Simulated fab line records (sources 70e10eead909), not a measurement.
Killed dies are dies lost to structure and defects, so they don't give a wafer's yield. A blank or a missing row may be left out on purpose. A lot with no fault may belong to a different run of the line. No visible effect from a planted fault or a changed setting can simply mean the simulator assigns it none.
A struck lot beside a sound one + flow nand_harc + 37 out of 1159 route steps
Sound: wafers L740.1, L740.2, L740.5. Struck: wafers L738.1, L738.3, L738.5. The cause comes at the end.
At each step with rows: each side's tool, then ch and its chambers, then its first start. Under that, the readings that differ: sound wafers + struck wafers + difference of the means + sigmas: that difference in standard deviations of wafers without a fault.
alike: readings whose means differ by less than 2 such deviations, and words and numbers that are the same on both sides. not compared: withheld readings, readings that some wafer has no value for, bounds like >300 that may hide the same value, and numbers for which the record gives no deviation and whose values overlap.
The two part at a step that has a row with sigmas, a row that says differs or no value, or rows on one side only. Numbers that have no deviation but don't overlap get no sigmas and don't part them. Lack of a reading on every wafer of one side parts them only where that side has two or more wafers.

NHARC_A_STAIRCASE_ALD_415: deposits SiO2, target thk 30 nm, pulse time 6 s, ald cycles 300.
  sound on ald_hk-01 ch 1,3, day 13 01:41; struck on ald_hk-04 ch 0,1,3, day 13 00:15
  alike: heater_power_w, precursor_pulse_height_rel, susceptor_temp_C
NHARC_A_STAIRCASE_ETCHBACK_416: etches the open film in C4F8/O2/Ar, target depth 36 nm, time 7.2 s.
  sound on rie_diel-07 ch 0,2,3; struck on rie_diel-09 ch 0,1,3
  alike: bias_w, oes_product_au, rf_vpp_V
  not compared: rf_hours_counter_h
NHARC_A_STAIRCASE_STRIP_476: strips in O2, time 20 s.
  sound on rie_diel-07 ch 1,2, day 13 03:37; struck on rie_diel-09 ch 0,1, day 13 02:14
  alike: drypump_motor_current_A, o2_flow_sccm, oes_product_au, rf_vpp_V, showerhead_plenum_p_Torr, throttle_valve_pct
  not compared: rf_hours_counter_h
then, 8 steps without rows for these wafers: NHARC_A_STAIRCASE_DEP_417 (deposits Si3N4, target thk 60 nm); NHARC_A_STAIRCASE_WET_418 (chemistry H3PO4, target depth 20 nm); NHARC_A_STAIRCASE_PRECLEAN_419 (cleans in SC1); NHARC_A_STAIRCASE_SRD_421; NHARC_A_STAIRCASE_ALD_420 (deposits SiO2, target thk 20 nm, pulse time 6 s, ald cycles 200); NHARC_A_STAIRCASE_CVD_552 (deposits SiNx, target thk 40 nm); NHARC_A_STAIRCASE_DEP_151 (deposits SiO2, target thk 3800 nm); NHARC_A_STAIRCASE_ANNEAL_320 (time 1800 s).
NHARC_A_STAIRCASE_DEP_322: deposits SiO2, target thk 3800 nm.
  sound on pecvd-04 ch 1,2, day 13 23:31; struck on pecvd-01 ch 0,1, day 13 16:55
  alike: heater_power_w, susceptor_temp_C
then, 12 steps without rows for these wafers: NHARC_A_STAIRCASE_ANNEAL_323 (time 1800 s); NHARC_A_STAIRCASE_DEP_325 (deposits SiO2, target thk 3800 nm); NHARC_A_STAIRCASE_ANNEAL_326 (time 1800 s); NHARC_A_STAIRCASE_DEHYDRATE_433 (time 120 s); NHARC_A_STAIRCASE_HMDS_434 (time 30 s); NHARC_A_STAIRCASE_COAT_435; NHARC_A_STAIRCASE_SOFTBAKE_436 (time 170 s); NHARC_A_STAIRCASE_EBR_437; NHARC_A_STAIRCASE_EXPOSE_438 (exposes mask STAIR REV); NHARC_A_STAIRCASE_PEB_439 (peb time 130 s); NHARC_A_STAIRCASE_DEVELOP_440 (time 140 s); NHARC_A_STAIRCASE_HARDBAKE_442 (time 140 s).
NHARC_A_STAIRCASE_DESCUM_443: chemistry O2, time 3 s.
  sound on rie_diel-06 ch 1,2,3, day 14 19:14; struck on rie_diel-07 ch 0,1, day 14 09:43
| reading               | sound             | struck            | difference | sigmas |
|-----------------------|-------------------|-------------------|------------|--------|
| oes_product_au (a.u.) | 1.003 0.991 0.995 | 1.015 1.031 1.017 | +0.025     | +3     |
  alike: drypump_motor_current_A, o2_flow_sccm, rf_vpp_V, showerhead_plenum_p_Torr, throttle_valve_pct
  not compared: rf_hours_counter_h
then, 5 steps without rows for these wafers: NHARC_A_STAIRCASE_ETCH_444 (etches the open film in C4F8/O2, target depth 10200 nm, time 3400 s); NHARC_A_STAIRCASE_STRIP_446 (strips in O2); NHARC_A_STAIRCASE_STRIP_447 (strips in SPM, time 900 s); NHARC_A_STAIRCASE_PRECLEAN_448 (cleans in SC1); NHARC_A_STAIRCASE_SRD_449.
NHARC_A_STAIRCASE_CMP_450: polishes SiO2, target thk 200 nm.
  sound on cmp-02 ch 0,2,3, day 14 22:56; struck on cmp-03 ch 1,3, day 14 14:16
  alike: motor_current_A
then, 5 steps without rows for these wafers: NHARC_A_STAIRCASE_CMP_152 (polishes); NHARC_A_STAIRCASE_SRD_154; NHARC_A_STAIRCASE_ETCH_403 (etches SiO2 in dHF, target depth 108.2 nm); NHARC_A_STAIRCASE_ETCHBACK_422 (etches the open film in CH3F/O2, target depth 40 nm, time 74.286 s); NHARC_A_STAIRCASE_ETCH_423 (etches SiO2 in dHF, target depth 30 nm).
-- the record jumps here: 6 days lie between the struck wafers' starts before and after (it left off in module A_STAIRCASE and takes up again in module END, whose first step shown is number 1159 of the route) --
NHARC_END_SORT_01:
  here the record holds rows for the struck wafers (prober-02 ch 0, day 20 16:58) but none for the sound ones

## WHERE THEY PART
Earliest at NHARC_A_STAIRCASE_DESCUM_443; latest, in this record, at NHARC_END_SORT_01.

WHY: what the simulator had put in
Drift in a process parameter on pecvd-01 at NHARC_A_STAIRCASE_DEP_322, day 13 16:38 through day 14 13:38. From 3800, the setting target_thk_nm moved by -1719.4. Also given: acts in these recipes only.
